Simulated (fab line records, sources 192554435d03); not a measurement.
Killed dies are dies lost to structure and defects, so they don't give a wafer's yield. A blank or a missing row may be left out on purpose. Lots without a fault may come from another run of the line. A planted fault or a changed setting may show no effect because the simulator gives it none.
Which tool did it? | flow n5_finfet | 24 lots, 72 wafers sampled, at 5 steps of a route of 1938

WHAT THE GAUGES READ, wafer by wafer
N5_BEOL_M6_CD_MEAS_18: pitch 80 nm, target cd 40 nm. Usual: cd_nm 40.0 nm, standard deviation 0.68.
lot  | measured     | on        | cd_nm (nm)     | flag
L074 | day 8 16:47  | cd_sem-03 | 39.9 40.3 40.5 |
L075 | day 8 21:31  | cd_sem-02 | 40.8 41.2 40.9 |
L076 | day 9 04:37  | cd_sem-01 | 39.9 39.8 40.2 |
L077 | day 9 12:36  | cd_sem-01 | 41.0 40.3 40.0 |
L078 | day 9 17:14  | cd_sem-03 | 40.1 40.4 39.9 |
L079 | day 10 00:29 | cd_sem-01 | 39.9 39.1 39.8 |
L081 | day 10 19:52 | cd_sem-03 | 39.7 39.7 38.9 |
L080 | day 11 14:17 | cd_sem-01 | 39.9 38.6 38.9 |
L083 | day 11 18:31 | cd_sem-01 | 39.6 39.6 38.4 |
L082 | day 12 04:35 | cd_sem-02 | 39.8 39.0 40.1 |
L085 | day 12 07:38 | cd_sem-02 | 40.4 41.3 40.4 |
L086 | day 12 15:52 | cd_sem-01 | 40.6 40.6 40.0 |
L087 | day 12 16:03 | cd_sem-01 | 41.1 40.1 40.5 |
L084 | day 12 19:04 | cd_sem-03 | 38.9 39.7 40.4 |
L089 | day 13 12:02 | cd_sem-03 | 39.9 39.8 39.9 |
L088 | day 13 15:50 | cd_sem-02 | 40.8 40.4 40.0 |
L091 | day 13 21:04 | cd_sem-03 | 40.0 39.1 39.7 |
L094 | day 14 01:59 | cd_sem-02 | 40.9 40.3 39.6 |
L090 | day 14 05:35 | cd_sem-01 | 40.3 41.0 40.9 |
L093 | day 14 14:56 | cd_sem-03 | 38.4 39.4 39.2 |
L096 | day 14 18:58 | cd_sem-02 | 39.6 40.8 40.1 |
L092 | day 14 22:29 | cd_sem-02 | 40.3 40.4 40.4 |
L095 | day 15 01:05 | cd_sem-03 | 40.0 40.0 40.8 |
L097 | day 15 07:25 | cd_sem-01 | 39.6 39.0 39.2 |

N5_BEOL_M6_RS_MEAS_57: measures by four-point-probe. Usual: M6_RS 0.290 ohm/sq, standard deviation 0.0087.
lot  | measured     | on            | M6_RS (ohm/sq)    | flag
L074 | day 8 21:43  | film_metro-01 | 0.288 0.277 0.282 |
L075 | day 9 03:11  | film_metro-01 | 0.270 0.298 0.290 |
L076 | day 9 10:41  | film_metro-01 | 0.291 0.287 0.272 |
L077 | day 9 17:19  | film_metro-02 | 0.283 0.278 0.284 |
L078 | day 10 01:29 | film_metro-02 | 0.291 0.289 0.292 |
L079 | day 10 07:18 | film_metro-02 | 0.289 0.278 0.293 |
L081 | day 11 02:34 | film_metro-02 | 0.295 0.304 0.300 |
L080 | day 11 18:32 | film_metro-02 | 0.273 0.283 0.280 |
L083 | day 11 22:04 | film_metro-01 | 0.306 0.284 0.301 |
L082 | day 12 10:18 | film_metro-01 | 0.286 0.293 0.294 |
L085 | day 12 12:52 | film_metro-02 | 0.294 0.293 0.293 |
L086 | day 12 20:06 | film_metro-01 | 0.285 0.292 0.296 |
L087 | day 12 21:05 | film_metro-01 | 0.284 0.294 0.292 |
L084 | day 12 23:52 | film_metro-02 | 0.291 0.290 0.302 |
L089 | day 13 17:46 | film_metro-01 | 0.289 0.292 0.294 |
L088 | day 13 20:44 | film_metro-01 | 0.288 0.290 0.288 |
L091 | day 14 03:11 | film_metro-01 | 0.289 0.297 0.293 |
L094 | day 14 07:04 | film_metro-02 | 0.293 0.289 0.275 |
L090 | day 14 11:41 | film_metro-02 | 0.289 0.276 0.297 |
L093 | day 14 22:23 | film_metro-02 | 0.286 0.290 0.282 |
L096 | day 15 00:25 | film_metro-02 | 0.301 0.295 0.272 |
L092 | day 15 02:18 | film_metro-01 | 0.303 0.295 0.291 |
L095 | day 15 06:04 | film_metro-02 | 0.277 0.284 0.296 |
L097 | day 15 13:21 | film_metro-01 | 0.297 0.276 0.299 |

WHICH TOOL RAN EACH LOT (tool, then ch and the chambers of the sampled wafers, then the start)
lot  | N5_BEOL_M6_HM_OPEN_17             | N5_BEOL_M6_STRIP_19                | N5_BEOL_M6_ETCH_66
L074 | rie_metal-03 ch 0,1, day 8 16:32  | rie_diel-06 ch 1,2,3, day 8 16:43  | rie_diel-02 ch 0,1,2, day 8 17:47
L075 | rie_metal-02 ch 0,1, day 8 21:22  | rie_diel-06 ch 0,1, day 8 21:27    | rie_diel-05 ch 0,2,3, day 8 22:25
L076 | rie_metal-01 ch 0,1, day 9 04:21  | rie_diel-02 ch 0,1,2, day 9 04:33  | rie_diel-05 ch 0,1,2, day 9 05:08
L077 | rie_metal-03 ch 0,1, day 9 12:27  | rie_diel-02 ch 0,2,3, day 9 12:32  | rie_diel-02 ch 0,1,3, day 9 13:14
L078 | rie_metal-03 ch 1, day 9 16:56    | rie_diel-06 ch 1,2,3, day 9 17:09  | rie_diel-06 ch 0,1,3, day 9 22:35
L079 | rie_metal-03 ch 0,1, day 10 00:17 | rie_diel-05 ch 1,2,3, day 10 00:25 | rie_diel-02 ch 0,1,2, day 10 03:19
L081 | rie_metal-01 ch 0,1, day 10 19:41 | rie_diel-02 ch 0,1,2, day 10 19:47 | rie_diel-06 ch 2,3, day 10 22:09
L080 | rie_metal-03 ch 0, day 11 14:07   | rie_diel-06 ch 0,1,3, day 11 14:13 | rie_diel-02 ch 1,2, day 11 15:11
L083 | rie_metal-03 ch 0,1, day 11 18:16 | rie_diel-05 ch 1,2,3, day 11 18:27 | rie_diel-05 ch 0,1,2, day 11 19:33
L082 | rie_metal-03 ch 0,1, day 12 04:24 | rie_diel-06 ch 1,2, day 12 04:31   | rie_diel-02 ch 0,1,2, day 12 06:02
L085 | rie_metal-02 ch 1, day 12 07:23   | rie_diel-05 ch 2,3, day 12 07:34   | rie_diel-06 ch 0,1, day 12 09:28
L086 | rie_metal-03 ch 0,1, day 12 15:41 | rie_diel-05 ch 0,1,3, day 12 15:49 | rie_diel-06 ch 0,3, day 12 17:36
L087 | rie_metal-03 ch 0,1, day 12 15:54 | rie_diel-06 ch 0,2,3, day 12 15:59 | rie_diel-02 ch 0,3, day 12 17:38
L084 | rie_metal-01 ch 0,1, day 12 18:55 | rie_diel-06 ch 0,2,3, day 12 19:00 | rie_diel-06 ch 1,2, day 12 19:35
L089 | rie_metal-01 ch 0,1, day 13 11:52 | rie_diel-05 ch 2,3, day 13 11:57   | rie_diel-05 ch 1,2, day 13 14:07
L088 | rie_metal-01 ch 0,1, day 13 15:40 | rie_diel-05 ch 0,2,3, day 13 15:46 | rie_diel-02 ch 1,3, day 13 16:33
L091 | rie_metal-02 ch 0,1, day 13 20:53 | rie_diel-06 ch 0,1,3, day 13 20:59 | rie_diel-06 ch 0,1,3, day 14 00:31
L094 | rie_metal-03 ch 0,1, day 14 01:41 | rie_diel-02 ch 1,2, day 14 01:55   | rie_diel-05 ch 0,1,2, day 14 03:58
L090 | rie_metal-02 ch 0,1, day 14 05:23 | rie_diel-06 ch 0,1,3, day 14 05:31 | rie_diel-06 ch 0,1,3, day 14 07:02
L093 | rie_metal-01 ch 0,1, day 14 14:46 | rie_diel-05 ch 0,2,3, day 14 14:52 | rie_diel-02 ch 0,1,2, day 14 17:40
L096 | rie_metal-01 ch 0,1, day 14 18:47 | rie_diel-05 ch 0,3, day 14 18:53   | rie_diel-05 ch 0,1,2, day 14 21:34
L092 | rie_metal-03 ch 0,1, day 14 22:18 | rie_diel-06 ch 1,3, day 14 22:25   | rie_diel-06 ch 1,2, day 14 23:07
L095 | rie_metal-01 ch 0,1, day 15 00:51 | rie_diel-02 ch 0,1,2, day 15 01:01 | rie_diel-06 ch 0,1,2, day 15 03:24
L097 | rie_metal-03 ch 0,1, day 15 07:09 | rie_diel-02 ch 0,3, day 15 07:20   | rie_diel-05 ch 0,1,3, day 15 10:15
- N5_BEOL_M6_HM_OPEN_17: chemistry Cl2/BCl3, target TiN, target depth 20 nm, overetch 6 nm.
- N5_BEOL_M6_STRIP_19: strips in O2.
- N5_BEOL_M6_ETCH_66: etches SOC in N2/H2, target depth 80 nm, overetch 16 nm, time 120 s.

WHAT THE TOOLS THEMSELVES READ (means of the sampled wafers that have a number; where no wafer has one, the mark that the record gives instead)
N5_BEOL_M6_HM_OPEN_17. Usual: drypump_motor_current_A 5.8 A, standard deviation 0.6; mfc_cl2_sccm 53.27 sccm, standard deviation 0.17; oes_product_au 0.69 a.u., standard deviation 0.063; throttle_valve_pct 22.07 %, standard deviation 0.11.
lot  | tool         | drypump_motor_current_A (A) | mfc_cl2_sccm (sccm) | oes_product_au (a.u.) | throttle_valve_pct (%) | flag
L074 | rie_metal-03 | 6.0                         | 53.17               | 0.67                  | 22.06                  |
L075 | rie_metal-02 | 5.6                         | 53.22               | 0.56                  | 22.28                  |
L076 | rie_metal-01 | 5.0                         | 53.30               | 0.77                  | 21.94                  |
L077 | rie_metal-03 | 6.2                         | 53.14               | 0.70                  | 22.07                  |
L078 | rie_metal-03 | 5.7                         | 53.32               | 0.64                  | 22.03                  |
L079 | rie_metal-03 | 6.2                         | 53.24               | 0.70                  | 22.07                  |
L081 | rie_metal-01 | 5.4                         | 53.20               | 0.75                  | 21.94                  |
L080 | rie_metal-03 | 6.5                         | 53.23               | 0.72                  | 22.08                  |
L083 | rie_metal-03 | 5.9                         | 52.98               | 0.66                  | 22.07                  |
L082 | rie_metal-03 | 6.2                         | 53.25               | 0.68                  | 22.08                  |
L085 | rie_metal-02 | 6.1                         | 53.16               | 0.59                  | 22.29                  |
L086 | rie_metal-03 | 6.0                         | 53.39               | 0.66                  | 22.07                  |
L087 | rie_metal-03 | 6.2                         | 53.51               | 0.67                  | 22.09                  |
L084 | rie_metal-01 | 5.0                         | 53.31               | 0.74                  | 21.97                  |
L089 | rie_metal-01 | 5.0                         | 53.40               | 0.72                  | 21.96                  |
L088 | rie_metal-01 | 5.4                         | 53.24               | 0.73                  | 21.96                  |
L091 | rie_metal-02 | 5.5                         | 53.25               | 0.75                  | 22.22                  |
L094 | rie_metal-03 | 6.2                         | 53.16               | 0.67                  | 22.09                  |
L090 | rie_metal-02 | 5.6                         | 53.26               | 0.74                  | 22.23                  |
L093 | rie_metal-01 | 5.4                         | 53.42               | 0.71                  | 21.97                  |
L096 | rie_metal-01 | 5.0                         | 53.18               | 0.72                  | 21.97                  |
L092 | rie_metal-03 | 5.9                         | 53.24               | 0.64                  | 22.08                  |
L095 | rie_metal-01 | 5.5                         | 53.32               | 0.72                  | 21.96                  |
L097 | rie_metal-03 | 6.2                         | 53.37               | 0.66                  | 22.10                  |

N5_BEOL_M6_STRIP_19. Usual: drypump_motor_current_A 5.8 A, standard deviation 0.56; oes_product_au 0.75 a.u., standard deviation 0.076; rf_vpp_V 3.7 V, standard deviation 0.58; showerhead_plenum_p_Torr 2.07 Torr, standard deviation 0.067; throttle_valve_pct 16.75 %, standard deviation 0.28.
lot  | tool        | drypump_motor_current_A (A) | oes_product_au (a.u.) | rf_vpp_V (V) | showerhead_plenum_p_Torr (Torr) | throttle_valve_pct (%) | flag
L074 | rie_diel-06 | 5.1                         | 0.70                  | 3.8          | 2.06                            | 16.87                  |
L075 | rie_diel-06 | 5.7                         | 0.69                  | 3.8          | 1.98                            | 16.98                  |
L076 | rie_diel-02 | 6.2                         | 0.79                  | 3.2          | 2.13                            | 16.57                  |
L077 | rie_diel-02 | 5.8                         | 0.75                  | 3.7          | 2.10                            | 16.80                  |
L078 | rie_diel-06 | 5.1                         | 0.70                  | 3.9          | 2.05                            | 16.88                  |
L079 | rie_diel-05 | 6.2                         | 0.77                  | 4.0          | 2.08                            | 16.64                  |
L081 | rie_diel-02 | 6.2                         | 0.78                  | 3.1          | 2.13                            | 16.60                  |
L080 | rie_diel-06 | 5.4                         | 0.69                  | 3.3          | 1.99                            | 16.86                  |
L083 | rie_diel-05 | 6.1                         | 0.75                  | 3.8          | 2.07                            | 16.67                  |
L082 | rie_diel-06 | 5.3                         | 0.68                  | 3.3          | 2.04                            | 17.14                  |
L085 | rie_diel-05 | 5.7                         | 0.78                  | 3.9          | 2.05                            | 16.72                  |
L086 | rie_diel-05 | 6.2                         | 0.78                  | 3.4          | 2.08                            | 16.53                  |
L087 | rie_diel-06 | 5.2                         | 0.67                  | 3.4          | 2.04                            | 16.85                  |
L084 | rie_diel-06 | 5.2                         | 0.68                  | 3.9          | 2.04                            | 16.85                  |
L089 | rie_diel-05 | 6.0                         | 0.72                  | 3.8          | 2.06                            | 16.89                  |
L088 | rie_diel-05 | 6.1                         | 0.76                  | 3.5          | 2.06                            | 16.74                  |
L091 | rie_diel-06 | 5.4                         | 0.77                  | 4.3          | 2.07                            | 16.73                  |
L094 | rie_diel-02 | 6.3                         | 0.75                  | 4.3          | 2.12                            | 16.62                  |
L090 | rie_diel-06 | 5.4                         | 0.77                  | 3.2          | 2.07                            | 16.74                  |
L093 | rie_diel-05 | 6.0                         | 0.75                  | 4.0          | 2.06                            | 16.76                  |
L096 | rie_diel-05 | 5.8                         | 0.79                  | 3.9          | 2.05                            | 16.63                  |
L092 | rie_diel-06 | 5.2                         | 0.68                  | 3.8          | 1.99                            | 16.73                  |
L095 | rie_diel-02 | 6.2                         | 0.75                  | 3.4          | 2.11                            | 16.67                  |
L097 | rie_diel-02 | 5.7                         | 0.82                  | 4.3          | 2.08                            | 16.74                  |

N5_BEOL_M6_ETCH_66. Usual: drypump_motor_current_A 5.8 A, standard deviation 0.57; oes_product_au 0.58 a.u., standard deviation 0.054; rf_vpp_V 523.3 V, standard deviation 2.5; showerhead_plenum_p_Torr 2.52 Torr, standard deviation 0.085; throttle_valve_pct 17.9 %, standard deviation 0.3.
lot  | tool        | drypump_motor_current_A (A) | oes_product_au (a.u.) | rf_vpp_V (V) | showerhead_plenum_p_Torr (Torr) | throttle_valve_pct (%) | flag
L074 | rie_diel-02 | 6.2                         | 0.60                  | 524.7        | 2.59                            | 17.6                   |
L075 | rie_diel-05 | 6.0                         | 0.61                  | 523.5        | 2.52                            | 17.9                   |
L076 | rie_diel-05 | 6.5                         | 0.59                  | 524.3        | 2.55                            | 17.8                   |
L077 | rie_diel-02 | 6.0                         | 0.58                  | 525.3        | 2.57                            | 17.7                   |
L078 | rie_diel-06 | 5.4                         | 0.54                  | 519.8        | 2.41                            | 18.0                   |
L079 | rie_diel-02 | 6.2                         | 0.60                  | 525.1        | 2.59                            | 17.7                   |
L081 | rie_diel-06 | 4.9                         | 0.53                  | 523.8        | 2.55                            | 18.0                   |
L080 | rie_diel-02 | 6.5                         | 0.60                  | 525.9        | 2.63                            | 17.6                   |
L083 | rie_diel-05 | 6.4                         | 0.57                  | 524.0        | 2.54                            | 17.9                   |
L082 | rie_diel-02 | 6.2                         | 0.59                  | 524.7        | 2.58                            | 17.7                   |
L085 | rie_diel-06 | 5.7                         | 0.53                  | 519.9        | 2.40                            | 18.2                   |
L086 | rie_diel-06 | 5.3                         | 0.53                  | 520.0        | 2.42                            | 17.7                   |
L087 | rie_diel-02 | 5.7                         | 0.55                  | 523.7        | 2.50                            | 17.9                   |
L084 | rie_diel-06 | 5.3                         | 0.52                  | 521.6        | 2.48                            | 18.3                   |
L089 | rie_diel-05 | 6.4                         | 0.54                  | 523.2        | 2.52                            | 18.1                   |
L088 | rie_diel-02 | 6.4                         | 0.57                  | 526.2        | 2.59                            | 17.6                   |
L091 | rie_diel-06 | 5.4                         | 0.59                  | 522.8        | 2.51                            | 17.9                   |
L094 | rie_diel-05 | 6.5                         | 0.56                  | 524.0        | 2.53                            | 17.9                   |
L090 | rie_diel-06 | 5.4                         | 0.59                  | 522.4        | 2.51                            | 17.9                   |
L093 | rie_diel-02 | 6.2                         | 0.58                  | 524.4        | 2.57                            | 17.7                   |
L096 | rie_diel-05 | 6.5                         | 0.56                  | 523.9        | 2.53                            | 17.9                   |
L092 | rie_diel-06 | 5.1                         | 0.67                  | 524.0        | 2.53                            | 18.0                   |
L095 | rie_diel-06 | 5.4                         | 0.65                  | 524.2        | 2.57                            | 18.0                   |
L097 | rie_diel-05 | 6.2                         | 0.58                  | 523.8        | 2.51                            | 17.7                   |

THE ANSWER, worked out from the rows above alone
Rule: a lot is off if the mean of its wafers that have a number lies more than 3 standard deviations from the usual mean. A lot without any number at a reading at which 4 lots or more have one is off too. The other lots that the step has rows for count as sound. The gauges are gone through in route order, then the tools' own readings, and for those a lot's mean is taken as printed above. The first step at which some lot is off is used, and at that step the reading that is off furthest; a lot without a number counts as furthest.
No lot is off at any reading shown: from this, nothing can be told.

WHAT THE SIMULATOR HAD PUT IN
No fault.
